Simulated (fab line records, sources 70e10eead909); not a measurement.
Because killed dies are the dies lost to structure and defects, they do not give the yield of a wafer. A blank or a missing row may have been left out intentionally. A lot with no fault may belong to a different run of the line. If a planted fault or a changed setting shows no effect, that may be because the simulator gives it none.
fab line records    flow nand_harc
record lots=24  wafers=72  last_day=24
route steps=1159 shown A_STAIRCASE@566
lots untouched by any fault: they come from a run of this same line in which no faults occurred
start_h: hours from the record's first day to the start of the lot's first wafer shown    wait_h: how many hours have passed since the lot's step before this one    " as in the row above    L1.1+2: a single row standing in for several wafers    - value missing, or start not given    * or withheld: withheld    < > ~ a bound
route shown NAME@n: a module of which the file shows steps, and the number in the route of the first    usual: mean and standard deviation over wafers with no fault    same: alike in all rows    chamber/n: place in a boat    sites: the reading at each site    _std_site: how widely they spread, as a standard deviation    _edge_site: the outer-site mean with the inner-site mean subtracted    radius_mm: for every site, how far away it sits from the centre of the wafer    mask NAME#n: copy n    behind: the most recent tool/chamber to have shaped the wafer    hold: why the lot was held/for how many hours/how that ended    device: which transistor (n, p or np) failed to switch    end of line: at the end of the route, the tests of the same wafers    a step given without rows: its recipe and nothing more    killed: at the first sort, the dies lost to defects and structure; wafer yield is something else    map: a wafer's dies, x killed, . not, _ none there
set.NAME: the setting the step ran with; set.NAME@STEP: the setting that earlier step ran with    model.NAME: the simulator's own value behind a step, which no gauge read
one table for each step of the route and one row for each wafer, over a sample of lots
services: when a tool's chamber went out of use (start_h, in hours from the record's first day, below 0 if earlier), for how many hours, and the reason
## steps
# step NHARC_A_STAIRCASE_STRIP_175
# recipe power_w=1500  temp_c=250  chemistry=O2
# usual drypump_motor_current_A=6.0/0.32  heater_power_w=302/18
lot.wafer  tool             chamber  start_h  wait_h  drypump_motor_current_A  heater_power_w  rf_hours_counter_h
L074.4     plasma_asher-01  1        229.53   0.2     5.6                      322             -
L074.5     "                0        "        "       6.2                      281             -
L074.6     "                1        "        "       5.6                      336             -
L076.1     plasma_asher-01  0        245.47   0.1     6.3                      277             47
L076.2     "                1        "        "       5.6                      330             47
L076.6     "                1        "        "       5.6                      335             -
L075.2     plasma_asher-01  1        246.17   0.1     5.6                      328             47
L075.4     "                1        "        "       5.6                      324             -
L075.6     "                1        "        "       5.6                      325             -
L077.1     plasma_asher-02  1        246.32   0.1     6.4                      294             17
L077.2     "                0        "        "       5.9                      291             17
L077.5     "                1        "        "       6.4                      294             -
L079.1     plasma_asher-02  0        253.55   0.1     5.9                      298             20
L079.3     "                0        "        "       5.9                      299             -
L079.6     "                1        "        "       6.4                      300             -
L080.2     plasma_asher-01  1        253.74   0.1     5.6                      325             51
L080.3     "                1        "        "       5.6                      321             -
L080.6     "                0        "        "       6.2                      280             -
L078.2     plasma_asher-01  1        260.39   0.1     5.6                      323             54
L078.4     "                1        "        "       5.6                      331             -
L078.3     "                0        "        "       6.2                      275             -
L081.2     plasma_asher-02  1        279.87   0.1     6.4                      297             30
L081.4     "                0        "        "       5.9                      304             -
L081.3     "                1        "        "       6.4                      298             -
L083.2     plasma_asher-02  0        288.63   0.1     5.9                      297             35
L083.1     "                1        "        "       6.4                      291             35
L083.5     "                0        "        "       5.9                      300             -
L082.1     plasma_asher-01  0        288.96   0.1     6.2                      285             2
L082.5     "                1        "        "       5.6                      339             -
L082.6     "                0        "        "       6.2                      286             -
L084.3     plasma_asher-01  0        300.95   0.2     6.3                      287             -
L084.5     "                1        "        "       5.6                      334             -
L084.6     "                0        "        "       6.3                      289             -
L085.1     plasma_asher-01  1        306.12   0.1     5.6                      322             6
L085.4     "                0        "        "       6.3                      280             -
L085.6     "                1        "        "       5.6                      326             -
L086.1     plasma_asher-02  1        310.40   0.1     6.4                      299             40
L086.2     "                0        "        "       5.9                      296             40
L086.4     "                0        "        "       5.9                      299             -
L087.1     plasma_asher-01  0        312.74   0.1     6.3                      274             8
L087.4     "                1        "        "       5.6                      331             -
L087.5     "                0        "        "       6.3                      279             -
L088.2     plasma_asher-01  0        316.46   0.1     6.3                      275             10
L088.4     "                0        "        "       6.2                      284             -
L088.5     "                0        "        "       6.3                      279             -
L090.1     plasma_asher-02  1        331.96   0.1     6.4                      299             47
L090.3     "                1        "        "       6.4                      295             -
L090.5     "                1        "        "       6.4                      296             -
L089.1     plasma_asher-02  1        332.48   0.1     6.4                      297             47
L089.4     "                0        "        "       5.9                      297             -
L089.5     "                1        "        "       6.4                      305             -
L092.2     plasma_asher-02  1        344.15   0.1     6.4                      296             51
L092.3     "                1        "        "       6.4                      300             -
L092.6     "                1        "        "       6.4                      296             -
L091.4     plasma_asher-02  1        345.74   0.2     6.4                      294             -
L091.6     "                1        "        "       6.4                      304             -
L091.5     "                0        "        "       5.9                      296             -
L094.2     plasma_asher-01  1        357.50   0.1     5.6                      331             22
L094.3     "                1        "        "       5.6                      330             -
L094.4     "                0        "        "       6.2                      281             -
L095.2     plasma_asher-02  0        357.72   0.1     5.9                      298             56
L095.1     "                1        "        "       6.4                      302             56
L095.3     "                1        "        "       6.4                      304             -
L093.1     plasma_asher-01  0        367.18   1.6     6.2                      291             29
L093.4     "                0        "        "       6.3                      283             -
L093.3     "                1        "        "       5.6                      330             -
L096.2     plasma_asher-02  0        371.12   0.1     5.9                      301             1
L096.6     "                0        "        "       5.9                      302             -
L096.5     "                1        "        "       6.4                      305             -
L097.1     plasma_asher-01  1        378.53   0.2     5.6                      336             33
L097.3     "                0        "        "       6.2                      277             -
L097.5     "                1        "        "       5.6                      322             -
# step NHARC_A_STAIRCASE_ETCH_194
# recipe target_depth_a=1000  time_s=40.5  ion_energy_ev=400  c4f8_flow_sccm=20  o2_flow_sccm=10  ar_flow_sccm=withheld  rf_w=600  bias_w=1000  chemistry=C4F8/O2
# usual oes_product_au=0.942/0.011  rf_vpp_V=896/5.8
# same time_s=40.5
lot.wafer  tool         chamber  start_h  wait_h  oes_product_au  rf_hours_counter_h  rf_vpp_V
L074.6     rie_diel-03  1        -        -       0.932           -                   905
L074.4     "            2        "        "       0.949           -                   898
L074.5     "            3        "        "       0.936           -                   898
L076.2     rie_diel-07  2        -        -       0.950           5                   890
L076.1     "            3        "        "       0.945           4                   900
L076.6     "            3        "        "       0.937           -                   899
L075.4     rie_diel-02  0        -        -       0.945           37                  894
L075.2     "            3        "        "       0.933           36                  890
L075.6     "            0        "        "       0.940           -                   893
L077.1     rie_diel-02  1        -        -       0.974           38                  890
L077.2     "            2        "        "       0.942           36                  890
L077.5     "            3        "        "       0.950           -                   893
L079.3     rie_diel-02  0        -        -       0.963           40                  893
L079.1     "            1        "        "       0.957           40                  888
L079.6     "            0        "        "       0.954           -                   893
L080.2     rie_diel-03  0        -        -       0.944           11                  900
L080.3     "            2        "        "       0.953           15                  898
L080.6     "            0        "        "       0.961           -                   898
L078.3     rie_diel-03  0        -        -       0.943           14                  898
L078.2     "            1        "        "       0.943           16                  906
L078.4     "            2        "        "       0.953           17                  900
L081.4     rie_diel-03  2        -        -       0.956           23                  898
L081.3     "            0        "        "       0.939           21                  897
L081.2     "            1        "        "       0.939           23                  905
L083.1     rie_diel-02  2        -        -       0.956           45                  888
L083.2     "            0        "        "       0.949           51                  893
L083.5     "            1        "        "       0.963           -                   889
L082.1     rie_diel-03  3        -        -       0.947           26                  898
L082.6     "            1        "        "       0.944           -                   904
L082.5     "            2        "        "       0.963           -                   899
L084.3     rie_diel-02  2        -        -       0.938           50                  889
L084.5     "            0        "        "       0.938           -                   893
L084.6     "            1        "        "       0.956           -                   889
L085.4     rie_diel-03  1        -        -       0.938           33                  904
L085.1     "            2        "        "       0.944           33                  898
L085.6     "            0        "        "       0.942           -                   896
L086.1     rie_diel-03  1        -        -       0.940           37                  905
L086.2     "            2        "        "       0.939           35                  898
L086.4     "            3        "        "       0.924           36                  898
L087.4     rie_diel-07  2        -        -       0.966           27                  890
L087.1     "            0        "        "       0.937           23                  904
L087.5     "            3        "        "       0.952           -                   899
L088.4     rie_diel-07  0        -        -       0.932           24                  904
L088.2     "            1        "        "       0.916           27                  888
L088.5     "            1        "        "       0.914           -                   887
L090.3     rie_diel-07  0        -        -       0.934           30                  906
L090.1     "            1        "        "       0.916           33                  889
L090.5     "            0        "        "       0.934           -                   905
L089.4     rie_diel-07  2        -        -       0.937           34                  889
L089.1     "            3        "        "       0.929           29                  899
L089.5     "            3        "        "       0.922           -                   899
L092.2     rie_diel-07  2        -        -       0.939           37                  890
L092.3     "            3        "        "       0.939           33                  900
L092.6     "            2        "        "       0.935           -                   890
L091.4     rie_diel-07  0        -        -       0.929           34                  906
L091.6     "            3        "        "       0.925           -                   897
L091.5     "            0        "        "       0.938           -                   905
L094.3     rie_diel-02  0        -        -       0.929           9                   892
L094.2     "            1        "        "       0.934           9                   888
L094.4     "            2        "        "       0.933           7                   888
L095.1     rie_diel-03  3        -        -       0.959           56                  899
L095.2     "            0        "        "       0.947           54                  898
L095.3     "            2        "        "       0.947           51                  899
L093.1     rie_diel-03  3        -        -       0.937           59                  901
L093.3     "            1        "        "       0.938           59                  904
L093.4     "            2        "        "       0.943           -                   898
L096.2     rie_diel-02  2        -        -       0.927           12                  888
L096.6     "            1        "        "       0.953           -                   889
L096.5     "            2        "        "       0.931           -                   888
L097.3     rie_diel-03  3        -        -       0.948           65                  899
L097.1     "            1        "        "       0.929           64                  903
L097.5     "            3        "        "       0.941           -                   899
# step NHARC_A_STAIRCASE_TRIM_196
# recipe time_s=211.2  o2_flow_sccm=500  ar_flow_sccm=0  bias_w=0  chemistry=O2
# usual drypump_motor_current_A=5.7/0.35  oes_product_au=1.000/0.0078  rf_vpp_V=57.8/0.91  showerhead_plenum_p_Torr=3.50/0.16  throttle_valve_pct=17.038/0.0085
# same time_s=211.2
lot.wafer  tool         chamber  start_h  wait_h  drypump_motor_current_A  oes_product_au  rf_hours_counter_h  rf_vpp_V  showerhead_plenum_p_Torr  throttle_valve_pct
L074.6     rie_diel-03  1        232.71   0.3     5.8                      0.998           -                   58.6      3.77                      17.024
L074.5     "            2        "        "       5.8                      0.989           -                   57.6      3.60                      17.042
L074.4     "            3        "        "       6.1                      0.997           -                   58.1      3.63                      17.044
L076.1     rie_diel-03  2        248.14   0.1     5.7                      1.016           12                  58.5      3.60                      17.050
L076.2     "            3        "        "       6.1                      1.009           12                  57.1      3.63                      17.029
L076.6     "            1        "        "       5.8                      1.004           -                   59.8      3.77                      17.042
L075.2     rie_diel-07  2        250.33   0.1     6.1                      0.995           6                   56.5      3.37                      17.018
L075.4     "            3        "        "       5.7                      0.998           5                   57.6      3.61                      17.033
L075.6     "            3        "        "       5.7                      1.000           -                   57.9      3.61                      17.040
L077.1     rie_diel-02  0        250.52   0.1     5.9                      0.998           37                  58.2      3.46                      17.044
L077.2     "            2        "        "       5.4                      1.003           36                  57.8      3.33                      17.029
L077.5     "            0        "        "       6.0                      1.006           -                   56.7      3.46                      17.037
L079.3     rie_diel-02  1        256.18   0.1     5.4                      0.994           40                  57.9      3.33                      17.037
L079.1     "            0        "        "       5.9                      1.012           40                  57.7      3.45                      17.041
L079.6     "            3        "        "       5.0                      0.990           -                   57.4      3.38                      17.047
L080.2     rie_diel-07  3        256.38   0.1     5.7                      0.988           7                   59.0      3.61                      17.052
L080.3     "            1        "        "       5.6                      0.988           9                   57.0      3.33                      17.027
L080.6     "            0        "        "       6.3                      0.990           -                   60.0      3.80                      17.045
L078.2     rie_diel-02  0        263.20   0.1     5.9                      1.011           42                  56.7      3.45                      17.043
L078.3     "            3        "        "       5.0                      0.993           41                  57.4      3.38                      17.047
L078.4     "            0        "        "       5.9                      0.999           -                   58.0      3.45                      17.037
L081.2     rie_diel-03  0        282.37   0.1     5.5                      0.993           21                  56.7      3.59                      17.030
L081.3     "            1        "        "       5.8                      0.995           23                  58.1      3.76                      17.034
L081.4     "            2        "        "       5.7                      1.009           23                  57.5      3.59                      17.025
L083.1     rie_diel-02  1        291.27   0.1     5.4                      1.016           52                  57.9      3.32                      17.036
L083.2     "            3        "        "       5.0                      1.001           50                  57.6      3.38                      17.034
L083.5     "            1        "        "       5.4                      1.011           -                   57.1      3.32                      17.035
L082.1     rie_diel-03  2        291.54   0.1     5.8                      1.008           25                  58.2      3.59                      17.028
L082.6     "            2        "        "       5.8                      1.002           -                   56.7      3.59                      17.048
L082.5     "            3        "        "       6.0                      1.003           -                   59.9      3.62                      17.047
L084.3     rie_diel-02  0        303.43   0.1     6.0                      1.005           55                  56.9      3.45                      17.040
L084.6     "            0        "        "       5.9                      1.004           -                   57.5      3.45                      17.027
L084.5     "            1        "        "       5.4                      1.011           -                   57.2      3.32                      17.044
L085.1     rie_diel-02  0        309.39   0.1     5.9                      1.007           56                  58.4      3.44                      17.040
L085.4     "            3        "        "       5.0                      0.998           56                  56.5      3.37                      17.035
L085.6     "            0        "        "       5.9                      1.008           -                   56.9      3.45                      17.039
L086.2     rie_diel-03  1        314.16   0.1     5.8                      0.994           37                  58.3      3.75                      17.044
L086.4     "            2        "        "       5.7                      0.994           35                  57.9      3.59                      17.041
L086.1     "            3        "        "       6.1                      0.997           37                  59.6      3.61                      17.029
L087.1     rie_diel-02  3        317.04   0.1     5.0                      1.003           60                  58.8      3.37                      17.043
L087.4     "            0        "        "       5.9                      1.016           61                  58.8      3.44                      17.036
L087.5     "            1        "        "       5.4                      1.015           -                   57.6      3.32                      17.038
L088.2     rie_diel-07  3        319.06   0.1     5.7                      0.998           27                  57.8      3.60                      17.037
L088.4     "            0        "        "       6.3                      1.000           24                  57.5      3.79                      17.028
L088.5     "            2        "        "       6.0                      1.001           -                   58.9      3.35                      17.055
L090.1     rie_diel-07  2        334.95   0.1     6.1                      1.007           33                  58.3      3.35                      17.042
L090.3     "            3        "        "       5.7                      1.009           29                  58.1      3.60                      17.040
L090.5     "            3        "        "       5.7                      0.994           -                   58.3      3.60                      17.035
L089.4     rie_diel-03  1        335.95   0.1     5.8                      1.002           46                  58.8      3.75                      17.025
L089.1     "            2        "        "       5.8                      0.985           46                  58.5      3.58                      17.040
L089.5     "            0        "        "       5.5                      0.991           -                   57.3      3.58                      17.036
L092.2     rie_diel-02  2        346.91   0.2     5.4                      0.999           3                   59.1      3.31                      17.050
L092.3     "            3        "        "       5.0                      0.996           3                   59.2      3.37                      17.046
L092.6     "            2        "        "       5.4                      0.997           -                   56.9      3.31                      17.037
L091.4     rie_diel-07  1        348.51   0.1     5.7                      0.996           37                  57.0      3.31                      17.031
L091.6     "            3        "        "       5.7                      1.002           -                   58.8      3.60                      17.041
L091.5     "            0        "        "       6.2                      1.010           -                   59.2      3.79                      17.034
L094.2     rie_diel-07  3        360.20   0.1     5.7                      0.998           34                  57.7      3.60                      17.030
L094.4     "            1        "        "       5.6                      0.994           40                  56.3      3.31                      17.028
L094.3     "            2        "        "       6.1                      1.000           41                  56.8      3.35                      17.007
L095.2     rie_diel-07  3        362.90   0.1     5.7                      0.992           35                  57.3      3.60                      17.057
L095.3     "            0        "        "       6.3                      0.993           39                  59.3      3.79                      17.027
L095.1     "            1        "        "       5.6                      0.976           41                  56.7      3.31                      17.034
L093.3     rie_diel-03  3        370.24   0.1     6.1                      1.013           59                  58.9      3.60                      17.024
L093.1     "            2        "        "       5.8                      1.009           54                  59.5      3.58                      17.033
L093.4     "            2        "        "       5.8                      1.006           -                   58.9      3.58                      17.038
L096.2     rie_diel-02  0        373.67   0.1     6.0                      1.006           14                  56.1      3.43                      17.045
L096.6     "            2        "        "       5.4                      0.988           -                   57.3      3.31                      17.045
L096.5     "            3        "        "       5.0                      0.998           -                   56.5      3.36                      17.031
L097.1     rie_diel-02  0        381.28   0.1     5.9                      0.999           18                  56.0      3.43                      17.035
L097.3     "            2        "        "       5.4                      0.993           15                  56.4      3.31                      17.018
L097.5     "            1        "        "       5.4                      0.995           -                   56.4      3.31                      17.042
# step NHARC_A_STAIRCASE_STRIP_205
# recipe power_w=1500  temp_c=250  chemistry=O2
# usual drypump_motor_current_A=6.0/0.32  heater_power_w=302/20
lot.wafer  tool             chamber  start_h  wait_h  drypump_motor_current_A  heater_power_w  rf_hours_counter_h
L074.4     plasma_asher-01  0        234.49   0.2     6.2                      277             -
L074.5     "                1        "        "       5.6                      321             -
L074.6     "                0        "        "       6.2                      282             -
L076.2     plasma_asher-01  0        250.12   0.1     6.2                      279             49
L076.1     "                1        "        "       5.6                      327             49
L076.6     "                0        "        "       6.3                      281             -
L075.2     plasma_asher-01  1        251.45   0.1     5.6                      322             50
L075.4     "                1        "        "       5.6                      323             -
L075.6     "                1        "        "       5.6                      328             -
L077.2     plasma_asher-01  1        251.68   0.1     5.6                      335             50
L077.1     "                0        "        "       6.3                      276             50
L077.5     "                1        "        "       5.6                      317             -
L079.1     plasma_asher-01  0        257.60   0.3     6.3                      279             53
L079.3     "                0        "        "       6.3                      279             -
L079.6     "                1        "        "       5.6                      320             -
L080.2     plasma_asher-02  0        257.77   0.4     5.9                      296             23
L080.3     "                0        "        "       5.9                      307             -
L080.6     "                0        "        "       5.9                      300             -
L078.2     plasma_asher-01  0        264.43   0.1     6.3                      273             56
L078.3     "                0        "        "       6.3                      280             -
L078.4     "                1        "        "       5.6                      330             -
L081.2     plasma_asher-02  0        283.85   0.1     5.9                      300             32
L081.3     "                0        "        "       5.9                      294             -
L081.4     "                1        "        "       6.4                      301             -
L083.1     plasma_asher-01  1        292.35   0.1     5.6                      330             2
L083.2     "                0        "        "       6.3                      282             2
L083.5     "                0        "        "       6.3                      279             -
L082.1     plasma_asher-02  0        292.65   0.1     5.9                      295             36
L082.6     "                1        "        "       6.4                      297             -
L082.5     "                0        "        "       5.9                      299             -
L084.3     plasma_asher-01  1        304.59   0.2     5.6                      327             -
L084.5     "                1        "        "       5.6                      328             -
L084.6     "                0        "        "       6.3                      285             -
L085.1     plasma_asher-01  1        310.74   0.1     5.6                      324             7
L085.4     "                1        "        "       5.6                      334             -
L085.6     "                1        "        "       5.6                      327             -
L086.2     plasma_asher-01  1        315.85   0.2     5.6                      328             10
L086.1     "                0        "        "       6.2                      280             10
L086.4     "                1        "        "       5.6                      324             -
L087.1     plasma_asher-02  0        318.15   0.1     5.9                      295             45
L087.4     "                0        "        "       5.9                      300             -
L087.5     "                1        "        "       6.4                      294             -
L088.2     plasma_asher-01  1        320.25   0.1     5.6                      323             11
L088.4     "                1        "        "       5.6                      334             -
L088.5     "                1        "        "       5.6                      327             -
L090.1     plasma_asher-02  1        336.76   0.1     6.4                      295             49
L090.3     "                0        "        "       5.9                      294             -
L090.5     "                1        "        "       6.4                      290             -
L089.1     plasma_asher-01  0        337.24   0.1     6.2                      276             16
L089.4     "                0        "        "       6.2                      278             -
L089.5     "                1        "        "       5.6                      337             -
L092.2     plasma_asher-02  0        348.00   0.1     5.9                      294             52
L092.3     "                1        "        "       6.4                      297             -
L092.6     "                0        "        "       5.9                      293             -
L091.4     plasma_asher-01  0        350.07   0.2     6.3                      278             -
L091.5     "                0        "        "       6.2                      275             -
L091.6     "                1        "        "       5.6                      321             -
L094.2     plasma_asher-01  1        362.80   1.0     5.6                      326             25
L094.4     "                0        "        "       6.3                      276             -
L094.3     "                1        "        "       5.6                      334             -
L095.2     plasma_asher-01  0        365.33   1.4     6.2                      277             27
L095.1     "                1        "        "       5.6                      338             27
L095.3     "                0        "        "       6.3                      282             -
L093.1     plasma_asher-02  1        372.17   0.1     6.4                      295             1
L093.4     "                0        "        "       5.9                      296             -
L093.3     "                1        "        "       6.4                      309             -
L096.2     plasma_asher-02  1        377.45   0.1     6.4                      309             2
L096.6     "                0        "        "       5.9                      294             -
L096.5     "                1        "        "       6.4                      304             -
L097.1     plasma_asher-01  0        382.35   0.1     6.2                      287             34
L097.3     "                0        "        "       6.2                      285             -
L097.5     "                1        "        "       5.6                      328             -
# step NHARC_A_STAIRCASE_ETCH_225
# recipe target_depth_a=1000  time_s=40.5  ion_energy_ev=400  c4f8_flow_sccm=20  o2_flow_sccm=10  ar_flow_sccm=withheld  rf_w=600  bias_w=1000  chemistry=C4F8/O2
# usual oes_product_au=0.941/0.01  rf_vpp_V=896/5.8
# same time_s=40.5
lot.wafer  tool         chamber  start_h  wait_h  oes_product_au  rf_hours_counter_h  rf_vpp_V
L074.4     rie_diel-03  3        -        -       0.931           7                   900
L074.6     "            0        "        "       0.927           -                   899
L074.5     "            1        "        "       0.951           -                   904
L076.2     rie_diel-07  3        -        -       0.950           5                   899
L076.1     "            0        "        "       0.944           5                   907
L076.6     "            2        "        "       0.955           -                   890
L075.4     rie_diel-03  2        -        -       0.953           14                  899
L075.2     "            3        "        "       0.933           14                  900
L075.6     "            3        "        "       0.939           -                   900
L077.2     rie_diel-07  3        -        -       0.946           6                   898
L077.1     "            0        "        "       0.949           6                   906
L077.5     "            1        "        "       0.939           -                   888
L079.3     rie_diel-07  0        -        -       0.932           8                   906
L079.1     "            2        "        "       0.937           9                   890
L079.6     "            0        "        "       0.918           -                   907
L080.3     rie_diel-03  1        -        -       0.929           15                  905
L080.2     "            2        "        "       0.943           16                  898
L080.6     "            1        "        "       0.926           -                   904
L078.3     rie_diel-03  1        -        -       0.936           19                  903
L078.4     "            2        "        "       0.941           19                  899
L078.2     "            3        "        "       0.936           19                  899
L081.3     rie_diel-02  3        -        -       0.933           48                  890
L081.2     "            1        "        "       0.960           50                  888
L081.4     "            2        "        "       0.942           43                  888
L083.1     rie_diel-02  0        -        -       0.943           53                  894
L083.2     "            1        "        "       0.943           54                  889
L083.5     "            3        "        "       0.935           -                   889
L082.1     rie_diel-03  2        -        -       0.957           28                  899
L082.6     "            2        "        "       0.940           -                   897
L082.5     "            3        "        "       0.937           -                   899
L084.3     rie_diel-07  0        -        -       0.956           18                  905
L084.5     "            3        "        "       0.931           -                   898
L084.6     "            0        "        "       0.956           -                   905
L085.4     rie_diel-02  1        -        -       0.943           61                  889
L085.1     "            3        "        "       0.952           58                  889
L085.6     "            2        "        "       0.935           -                   888
L086.2     rie_diel-03  0        -        -       0.936           38                  898
L086.4     "            1        "        "       0.952           39                  904
L086.1     "            2        "        "       0.939           39                  899
L087.4     rie_diel-02  2        -        -       0.938           58                  888
L087.1     "            3        "        "       0.931           62                  891
L087.5     "            0        "        "       0.948           -                   894
L088.4     rie_diel-02  2        -        -       0.942           58                  888
L088.2     "            1        "        "       0.938           65                  889
L088.5     "            3        "        "       0.942           -                   890
L090.1     rie_diel-02  1        -        -       0.963           0                   888
L090.3     "            3        "        "       0.934           0                   889
L090.5     "            1        "        "       0.972           -                   889
L089.1     rie_diel-03  1        -        -       0.945           47                  903
L089.5     "            1        "        "       0.936           -                   905
L089.4     "            0        "        "       0.934           -                   896
L092.3     rie_diel-03  3        -        -       0.945           52                  900
L092.2     "            1        "        "       0.942           51                  903
L092.6     "            3        "        "       0.936           -                   898
L091.4     rie_diel-03  1        -        -       0.940           51                  904
L091.5     "            2        "        "       0.943           -                   898
L091.6     "            3        "        "       0.938           -                   900
L094.4     rie_diel-03  1        -        -       0.931           57                  903
L094.2     "            2        "        "       0.941           52                  898
L094.3     "            3        "        "       0.929           57                  898
L095.2     rie_diel-07  3        -        -       0.949           37                  898
L095.3     "            1        "        "       0.935           44                  888
L095.1     "            2        "        "       0.959           45                  889
L093.1     rie_diel-03  2        -        -       0.950           57                  897
L093.3     "            3        "        "       0.937           62                  898
L093.4     "            0        "        "       0.930           60                  897
L096.2     rie_diel-02  2        -        -       0.930           15                  891
L096.6     "            0        "        "       0.938           -                   893
L096.5     "            1        "        "       0.941           -                   887
L097.3     rie_diel-07  2        -        -       0.944           48                  890
L097.1     "            3        "        "       0.942           45                  899
L097.5     "            3        "        "       0.942           -                   898
# step NHARC_A_STAIRCASE_ETCH_230
# recipe target_depth_a=1000  time_s=40.5  ion_energy_ev=400  c4f8_flow_sccm=20  o2_flow_sccm=10  ar_flow_sccm=withheld  rf_w=600  bias_w=1000  chemistry=C4F8/O2
# usual oes_product_au=0.942/0.018  rf_vpp_V=894/6.2
# same time_s=40.5
lot.wafer  tool         chamber  start_h  wait_h  oes_product_au  rf_hours_counter_h  rf_vpp_V
L074.4     rie_diel-07  2        -        -       0.975           0                   892
L074.5     "            3        "        "       0.969           -                   899
L074.6     "            0        "        "       0.965           -                   907
L076.1     rie_diel-07  0        -        -       0.938           5                   905
L076.2     "            1        "        "       0.930           8                   889
L076.6     "            0        "        "       0.927           -                   907
L075.2     rie_diel-03  2        -        -       0.950           15                  899
L075.4     "            3        "        "       0.946           15                  899
L075.6     "            0        "        "       0.955           -                   899
L077.1     rie_diel-07  0        -        -       0.954           6                   907
L077.2     "            2        "        "       0.944           8                   890
L077.5     "            3        "        "       0.944           -                   898
L080.3     rie_diel-02  0        -        -       0.926           41                  893
L080.2     "            1        "        "       0.940           42                  888
L080.6     "            1        "        "       0.927           -                   888
L079.1     rie_diel-02  1        -        -       0.930           42                  889
L079.3     "            3        "        "       0.916           40                  890
L079.6     "            0        "        "       0.929           -                   893
L078.2     rie_diel-07  1        -        -       0.924           14                  887
L078.3     "            2        "        "       0.926           13                  890
L078.4     "            3        "        "       0.930           12                  898
L081.4     rie_diel-02  0        -        -       0.938           49                  894
L081.3     "            1        "        "       0.946           50                  889
L081.2     "            3        "        "       0.939           48                  892
L083.2     rie_diel-02  2        -        -       0.941           48                  890
L083.1     "            3        "        "       0.943           53                  890
L083.5     "            0        "        "       0.928           -                   892
L082.1     rie_diel-03  1        -        -       0.938           28                  904
L082.6     "            1        "        "       0.955           -                   904
L082.5     "            2        "        "       0.934           -                   898
L084.3     rie_diel-07  3        -        -       0.960           19                  898
L084.5     "            0        "        "       0.963           -                   906
L084.6     "            1        "        "       0.941           -                   889
L085.4     rie_diel-02  1        -        -       0.939           61                  888
L085.1     "            2        "        "       0.955           54                  887
L085.6     "            1        "        "       0.949           -                   888
L086.4     rie_diel-02  3        -        -       0.955           61                  888
L086.1     "            0        "        "       0.991           61                  894
L086.2     "            1        "        "       0.986           63                  888
L087.1     rie_diel-07  1        -        -       0.948           27                  888
L087.5     "            1        "        "       0.958           -                   888
L087.4     "            2        "        "       0.964           -                   888
L088.4     rie_diel-02  0        -        -       0.954           63                  894
L088.2     "            1        "        "       0.951           65                  888
L088.5     "            1        "        "       0.949           -                   889
L090.1     rie_diel-02  3        -        -       0.940           1                   889
L090.3     "            0        "        "       0.929           0                   892
L090.5     "            2        "        "       0.950           -                   887
L089.1     rie_diel-03  1        -        -       0.935           48                  904
L089.4     "            3        "        "       0.933           -                   900
L089.5     "            1        "        "       0.937           -                   904
L092.3     rie_diel-02  1        -        -       0.961           5                   886
L092.2     "            3        "        "       0.977           5                   891
L092.6     "            2        "        "       0.969           -                   888
L091.5     rie_diel-07  2        -        -       0.927           -                   890
L091.4     "            0        "        "       0.917           -                   905
L091.6     "            1        "        "       0.927           -                   889
L094.2     rie_diel-02  1        -        -       0.913           12                  888
L094.4     "            2        "        "       0.914           10                  888
L094.3     "            3        "        "       0.916           10                  890
L095.2     rie_diel-02  3        -        -       0.920           11                  889
L095.3     "            0        "        "       0.912           12                  892
L095.1     "            2        "        "       0.909           10                  886
L093.4     rie_diel-03  3        -        -       0.932           63                  899
L093.3     "            0        "        "       0.927           60                  898
L093.1     "            1        "        "       0.912           63                  903
L096.2     rie_diel-07  3        -        -       0.964           44                  898
L096.6     "            3        "        "       0.953           -                   898
L096.5     "            0        "        "       0.954           -                   903
L097.1     rie_diel-07  3        -        -       0.950           45                  898
L097.3     "            0        "        "       0.944           49                  904
L097.5     "            3        "        "       0.950           -                   898
## services
tool             chamber  start_h  hours  kind
rie_diel-02      0        208.92   -      clean
rie_diel-02      1        208.92   -      clean
rie_diel-02      2        208.92   -      clean
rie_diel-02      3        208.92   -      clean
rie_diel-03      -        215.30   9.0    pm
rie_diel-03      0        224.77   8.1    repair
rie_diel-07      -        228.37   9.0    pm
rie_diel-02      0        233.90   -      clean
rie_diel-02      1        233.90   -      clean
rie_diel-02      2        233.90   -      clean
rie_diel-02      3        233.90   -      clean
rie_diel-07      0        241.42   3.2    repair
rie_diel-03      1        245.13   1.9    repair
rie_diel-02      2        254.31   11.7   repair
rie_diel-02      0        258.47   -      clean
rie_diel-02      1        258.47   -      clean
rie_diel-02      3        258.47   -      clean
plasma_asher-01  -        276.58   9.0    pm
rie_diel-02      0        282.97   -      clean
rie_diel-07      3        320.10   10.3   repair
rie_diel-02      -        328.11   9.0    pm
rie_diel-07      -        349.49   0.6    repair
plasma_asher-02  -        360.22   9.0    pm
rie_diel-07      2        373.39   6.5    repair
## key
fault none
